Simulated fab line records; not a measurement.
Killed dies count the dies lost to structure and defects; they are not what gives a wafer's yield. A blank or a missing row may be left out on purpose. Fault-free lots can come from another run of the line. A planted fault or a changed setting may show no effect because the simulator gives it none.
A lot that was struck, set against a sound lot | flow n5_finfet | 41 out of 1938 route steps
Sound: these wafers, L368.1, L368.2, L368.4. Struck: wafer L379.5. (L379.1, L379.2 of the same lot were not struck and are left out.) The cause comes at the end.
For every step that has rows: the tool of each side, followed by ch and its chambers, followed by its first start. Under that, the readings that differ: sound wafers | struck wafers | difference of the means | sigmas: that difference in standard deviations of wafers without a fault.
alike: readings with means less than 2 such deviations apart, plus words and numbers identical on both sides. not compared: withheld readings, readings lacking a value on some wafer, bounds such as >300 that could conceal the same value, and numbers that have no deviation in the record and whose values overlap.
A row with sigmas, a row that says differs or no value, or rows on one side alone: a step with any of these is where the two part. Non-overlapping numbers with no deviation appear without sigmas and do not part them. A reading that every wafer of one side lacks parts them only if that side has two wafers or more.

first, 10 steps without rows for these wafers: N5_HKMG_FIN_CMP_23 (polishes, stops on SiNx, t overpolish 10 s, target thk 46.326 nm); N5_HKMG_FIN_CMP_94 (polishes, stops on SiNx, t overpolish 4.7 s, target thk 43.299 nm); N5_GATE_CUT_ETCHBACK_00 (etches W in SF6/Cl2); N5_GATE_CUT_ETCH_56 (etches TiN in Cl2/Ar, target depth 21.6 nm); N5_GATE_CUT_ETCHBACK_30 (etches TiN in Cl2/Ar, target depth 3 nm); N5_GATE_CUT_VAPOR_ETCH_60 (etches HfO2 in BCl3/Cl2); N5_GATE_CUT_ETCH_58 (etches SiNx in CH3F/O2, target depth 17 nm, time 128.6 s); N5_GATE_CUT_STRIP_59 (strips in N2/H2, time 20 s); N5_GATE_CUT_PRECLEAN_31 (cleans in DIW, time 300 s); N5_GATE_CUT_SRD_32 (time 30 s).
N5_GATE_CUT_SAC_CAP_01: material SiNx, target thk 24 nm, pulse time 1 s, ald cycles 480.
  sound on ald_sin-02 ch 0,2,3, day 4 07:46; struck on ald_sin-02 ch 0, day 7 13:16
  reading                                       | sound        | struck | difference | sigmas
  ald_cycles                                    | 480 480 480  | 804    | +324       |
  model.SiNx_of_GATE_CUT_SAC_CAP_01.thk_nm (nm) | 24 23.8 23.8 | 40     | +16        |
  alike: chamber_pressure_Torr, heater_power_w, precursor_pulse_height_rel, susceptor_temp_C
then, 21 steps without rows for these wafers: N5_GATE_CUT_PECVD_57 (deposits SiNx from SiH4/NH3/N2, target thk 21 nm); N5_GATE_CUT_CMP_02 (polishes, stops on SiO2, t overpolish 12.7 s, target thk 0 nm); N5_GATE_CUT_HM_DEP_46 (deposits SiO2 from TEOS/O2, target thk 130 nm, time 26.6 s); N5_GATE_CUT_COAT_34 (time 60 s, resist thk 60 nm); N5_GATE_CUT_COAT_35 (time 60 s, resist thk 10 nm); N5_GATE_CUT_COAT_27 (time 60 s, resist thk 10 nm); N5_GATE_CUT_COAT_07 (resist thk 30 nm); N5_GATE_CUT_EBR_09; N5_GATE_CUT_SOFTBAKE_08 (time 60 s); N5_GATE_CUT_EXPOSE_10 (exposes mask GATE CUT, target cd 20 nm); N5_GATE_CUT_PEB_11 (peb time 60 s); N5_GATE_CUT_DEVELOP_12 (develop time 30 s); N5_GATE_CUT_DESCUM_18 (chemistry O2, time 7 s); N5_GATE_CUT_ETCH_28 (etches underlayer in N2/H2, target depth 13 nm, time 10.4 s); N5_GATE_CUT_ETCH_36 (etches SiARC in CF4, target depth 13 nm, time 21.7 s); N5_GATE_CUT_ETCH_37 (etches SOC in N2/H2, target depth 60 nm, overetch 12 nm, time 90 s); N5_GATE_CUT_STRIP_38 (strips in N2/H2); N5_GATE_CUT_STRIP_39 (strips in N2/H2); N5_GATE_CUT_HM_OPEN_40 (chemistry C4F6/O2, target SiO2, target depth 139 nm, time 85.1 s); N5_GATE_CUT_STRIP_41 (strips in CF4); N5_GATE_CUT_STRIP_42 (strips in O2).
N5_GATE_CUT_ETCH_19: etches SiNx in CH3F/O2, target depth 53.7 nm, time 76.7 s.
  sound on rie_diel-06 ch 1,2,3, day 4 11:27; struck on rie_diel-06 ch 0, day 7 15:33
  reading               | sound          | struck | difference | sigmas
  etch_rf_on_time_s (s) | 77.9 77.3 76.7 | 67.4   | -9.9       | -8
  alike: drypump_motor_current_A, oes_ar_750_au, oes_f_703_au, oes_product_au, rf_vpp_V, showerhead_plenum_p_Torr, throttle_valve_pct
  not compared: rf_hours_counter_h
then, 3 steps without rows for these wafers: N5_GATE_CUT_CUT_ETCH_53 (etches W in SF6/Cl2, target depth 79.2 nm); N5_GATE_CUT_CUT_ETCH_54 (etches TiN in Cl2/BCl3, target depth 96.7 nm); N5_GATE_CUT_CUT_ETCH_55 (etches HfO2 in BCl3, target depth 3.2 nm).
N5_MOL_CONTACT_COAG_CMP_28: polishes, stops on SiNx, t overpolish 0.85 s, target thk 14.522 nm.
  sound on cmp-01 ch 0,1,3, day 5 03:22; struck on cmp-04 ch 1, day 8 05:34
  reading                                       | sound          | struck | difference | sigmas
  model.SiNx_of_GATE_CUT_SAC_CAP_01.thk_nm (nm) | 17.8 17.8 17.8 | 29.8   | +12.0      |
  alike: motor_current_A, time_to_endpoint_s
N5_MOL_CONTACT_COAG_THK_MEAS_29:
  sound: film_metro-01 at day 5 03:40; struck: film_metro-02 at day 8 05:51
  reading         | sound             | struck | difference | sigmas
  MD_CAP_THK (nm) | 17.88 17.86 17.81 | 29.85  | +12.00     | +99 or more
N5_MOL_CONTACT_COAG_ETCH_47: etches SiNx in CH3F/O2, stops on W, target depth 27 nm.
  sound on rie_diel-05 ch 0,2,3, day 5 08:28; struck on rie_diel-01 ch 3, day 8 08:00
  reading                                      | sound             | struck | difference | sigmas
  etch_rf_on_time_s (s)                        | 31.4 31.5 31.5    | 50.8   | +19.3      | +44
  model.etch.t_clear_s (s)                     | 26.15 26.27 26.27 | 43.73  | +17.50     |
  model.MOL_CONTACT_COAG.feature_depth_nm (nm) | 18.4 18.4 18.4    | 30.8   | +12.4      |
  model.etch.depth_nm (nm)                     | 17.88 17.8 17.84  | 29.87  | +12.03     |
  alike: drypump_motor_current_A, oes_ar_750_au, oes_f_703_au, oes_product_au, rf_vpp_V, showerhead_plenum_p_Torr, throttle_valve_pct
  not compared: rf_hours_counter_h
N5_MOL_CONTACT_COAG_CMP_52: polishes, stops on SiO2, t overpolish 1.5 s, target thk 66.5 nm.
  sound on cmp-02 ch 0,1,2, day 5 10:55; struck on cmp-04 ch 2, day 8 10:22
  reading                                             | sound          | struck | difference | sigmas
  model.SiO2_of_MOL_CONTACT_COAG_PECVD_31.thk_nm (nm) | 43.4 43.4 44.4 | 42.8   | -0.9       |
  alike: motor_current_A, overpolish_run_s, time_to_endpoint_s
-- the record jumps here: 3 days lie between the struck wafers' starts before and after (it left off in module MOL_CONTACT_COAG and takes up again in module BEOL_M4, whose first step shown is number 1111 of the route) --
N5_BEOL_M4_RC_MEAS_101:
  sound on prober-01 ch 0, day 8 17:02; struck on prober-01 ch 0, day 11 00:01
  alike: DIBL_N, DIBL_P, IOFF_N, IOFF_P, ION_N, ION_P, SS_N, SS_P, VT_N, VT_P

== WHERE THEY PART ==
Last at N5_MOL_CONTACT_COAG_ETCH_47 as far as this record goes, first at N5_GATE_CUT_ETCH_19. Later steps at which nothing parts them and some readings are alike: N5_MOL_CONTACT_COAG_CMP_52, N5_BEOL_M4_RC_MEAS_101.

WHY: whatever the simulator had introduced
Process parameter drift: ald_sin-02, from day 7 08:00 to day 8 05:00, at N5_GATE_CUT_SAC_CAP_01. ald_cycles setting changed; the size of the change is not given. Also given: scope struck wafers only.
